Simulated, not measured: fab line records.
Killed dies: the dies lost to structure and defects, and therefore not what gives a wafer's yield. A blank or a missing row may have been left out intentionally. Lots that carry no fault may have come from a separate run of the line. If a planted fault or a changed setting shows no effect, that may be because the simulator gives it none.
What tool caused it?	flow nandHarc	36 wafers sampled from 12 lots at 1 step of a route of 1159

WHAT THE GAUGES READ, wafer by wafer
NHARC_P_M2_CD_MEAS_09: target cd 170 nm.
lot	measured	on	cdNm (nm)
L186	day 6 15:32	cdSem-02	170.3 169.8 169.3
L185	day 6 21:04	cdSem-03	169.8 170.2 169.9
L187	day 6 21:13	cdSem-02	170.3 169.6 170.3
L188	day 6 22:07	cdSem-03	169.5 170.4 170.2
L189	day 7 02:30	cdSem-02	169.1 169.7 170.1
L190	day 7 03:01	cdSem-02	169.9 170.0 169.1
L192	day 7 23:11	cdSem-01	170.0 170.2 169.6
L201	day 10 14:44	cdSem-01	169.5 170.1 169.9
L202	day 11 00:59	cdSem-02	169.7 169.6 170.2
L204	day 11 02:19	cdSem-03	170.3 170.7 170.0
L206	day 11 09:04	cdSem-03	170.0 170.2 170.1
L208	day 11 16:23	cdSem-03	169.7 169.5 170.3

WHICH TOOL RAN EACH LOT (tool, then ch and the chambers of the sampled wafers, then the start)
No process step before these readings appears in the record.

WHAT THE TOOLS THEMSELVES READ (means of the sampled wafers that have a number; where no wafer has one, the mark that the record gives instead)
The record holds no such reading with a usual standard deviation.

THE ANSWER, worked out from the rows above alone
Rule: the usual values come from the lots themselves. Put in order of their means at a reading, lots are off if they are a third of the lots or fewer, leave a main group of 4 or more, and stand apart from it by a gap of 3 or more times the standard deviation of the main group's means; of several such gaps the widest counts. The tables above print the reading to a certain number of digits; a main group whose means all agree to those digits is not used. A lot without any number at a reading at which 4 lots or more have one is off too. Any other lot the step has rows for is counted as sound. After the gauges, taken in route order, come the tools' own readings; for these a lot's mean is taken, as printed above. The first step at which some lot is off is used, and at that step the reading that is off furthest; a lot without a number counts as furthest.
Nothing can be told from this: no lot is off at any reading shown.

WHAT THE SIMULATOR PUT IN
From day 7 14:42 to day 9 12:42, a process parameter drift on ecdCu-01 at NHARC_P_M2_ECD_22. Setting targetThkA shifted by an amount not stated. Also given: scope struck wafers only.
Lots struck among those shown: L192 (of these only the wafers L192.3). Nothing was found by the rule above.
